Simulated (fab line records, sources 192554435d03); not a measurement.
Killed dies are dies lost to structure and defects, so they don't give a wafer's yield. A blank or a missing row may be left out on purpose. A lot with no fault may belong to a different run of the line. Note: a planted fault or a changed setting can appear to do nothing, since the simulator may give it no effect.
A lot that was struck, set against a sound lot ; flow n5 finfet ; 24 steps out of a route of 1938
Sound: wafers L325.4, L325.5, L325.6. The struck wafers were L328.2, L328.3, L328.5. At the end, the cause is stated.
Order at every step that has rows: each side's tool, ch and its chambers, its first start. Under that, the readings that differ: sound wafers ; struck wafers ; difference of the means ; sigmas: that difference in standard deviations of wafers without a fault.
alike: same words and numbers on both sides, and readings whose means sit less than 2 such deviations apart. not compared: any withheld reading, any reading some wafer has no value for, any bound like >300 that may hide the same value, and any number with overlapping values for which the record gives no deviation.
A row with sigmas, a row that says differs or no value, or rows on one side alone: a step with any of these is where the two part. Numbers that have no deviation but don't overlap get no sigmas and don't part them. A reading that every wafer of one side lacks parts them only if that side has two wafers or more.

first, 11 steps without rows for these wafers: N5_BEOL_M15_STRIP_63 (strips in O2); N5_BEOL_M15_STRIP_64 (strips in O2); N5_BEOL_M15_STRIP_65 (strips in post etch residue remover, time 60 s); N5_BEOL_M15_SRD_66 (time 30 s, dry time 30 s); N5_BEOL_M15_COAT_56 (time 60 s, resist thk 550 nm); N5_BEOL_M15_ETCH_57 (etches SOC in N2/H2, time 750 s); N5_BEOL_M15_COAT_60 (time 60 s, resist thk 89 nm); N5_BEOL_M15_COAT_22 (resist thk 800 nm); N5_BEOL_M15_EBR_24; N5_BEOL_M15_SOFTBAKE_23 (time 60 s); N5_BEOL_M15_EXPOSE_25 (exposes mask M15, target cd 400 nm).
N5_BEOL_M15_PEB_26: peb time 90 s.
  sound on litho track-03 ch 0, day 12 03:00; struck on litho track-03 ch 0, day 13 22:05
reading;sound;struck;difference;sigmas
heater power total W (W);173.9 172.9 172.5;167.9 168.6 168.5;-4.8;-6
plate temp C (C);129.95 129.95 129.75;127.41 127.21 127.27;-2.59;-20
  alike: chill plate temp C, exhaust pa
then, 2 steps without rows for these wafers: N5_BEOL_M15_DEVELOP_27 (develop time 45 s); N5_BEOL_M15_HARDBAKE_32 (time 120 s).
N5_BEOL_M15_CD_MEAS_28 targets a cd of 407.6 nm.
  sound on cd sem-01 ch 0, day 12 03:07; struck on cd sem-01 ch 0, day 13 22:12
reading;sound;struck;difference;sigmas
cd nm (nm);401.9 404.4 403.4;393.9 390.3 394.0;-10.5;-5
N5_BEOL_M15_DESCUM_33: chemistry O2, time 7.9 s.
  sound on rie diel-04 ch 1,2,3, day 12 03:13; struck on rie diel-03 ch 0,2,3, day 13 22:17
reading;sound;struck;difference;sigmas
model.BEOL_M15.cd nm (nm);401.8 404.4 403.8;394 390.6 393.8;-11;
  alike: drypump motor current A, o2 flow sccm, oes product au, rf vpp V, showerhead plenum p Torr, throttle valve pct
  not compared: rf hours counter h
then, 5 steps without rows for these wafers: N5_BEOL_M15_ETCH_61 (etches BARC in N2/H2, target depth 89 nm, overetch 26.7 nm, time 67.9 s); N5_BEOL_M15_TRENCH_ETCH_34 (etches SiO2 in C4F8/O2/Ar, target depth 872.93 nm, time 199 s); N5_BEOL_M15_STRIP_36 (strips in O2); N5_BEOL_M15_STRIP_62 (strips in O2); N5_BEOL_M15_STRIP_37 (strips in O2).
N5_BEOL_M15_ETCH_38: etches SiCN in CF4/N2, target depth 106.4 nm, time 120.5 s.
  sound on rie diel-03 ch 0,1,2; struck on rie diel-03 ch 2,3
reading;sound;struck;difference;sigmas
model.BEOL_M15.cd nm (nm);396.2 395.4 396.8;387.2 383.4 388.4;-9.8;
  alike: drypump motor current A, oes product au, rf vpp V, showerhead plenum p Torr, throttle valve pct
  not compared: rf hours counter h
then, 1 step without rows for these wafers: N5_BEOL_M15_PRECLEAN_39 (cleans in residue remover, time 60 s).
N5_PASSIVATION_PROBE_49:
  struck on prober-02, day 14 15:04; sound on prober-01, day 13 01:39
  alike: defect limited yield, killed_at_M0_to_M3, killed_at_M4_up, killed at contacts, killed at front end, killed at other, killed dies, killed on rim, killed open, killed short, sort_bin_4_leakage, sort_bin_5_function, sort_bin_6_memory, sort n pass, sort yield pct

## WHERE THEY PART
First at N5_BEOL_M15_PEB_26; last, within this record, at N5_BEOL_M15_CD_MEAS_28. Later steps at which nothing parts them and some readings are alike: N5_BEOL_M15_DESCUM_33, N5_BEOL_M15_ETCH_38, N5_PASSIVATION_PROBE_49.

WHY: what the simulator had put in
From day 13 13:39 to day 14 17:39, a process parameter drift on litho track-03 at N5_BEOL_M15_PEB_26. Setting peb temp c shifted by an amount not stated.
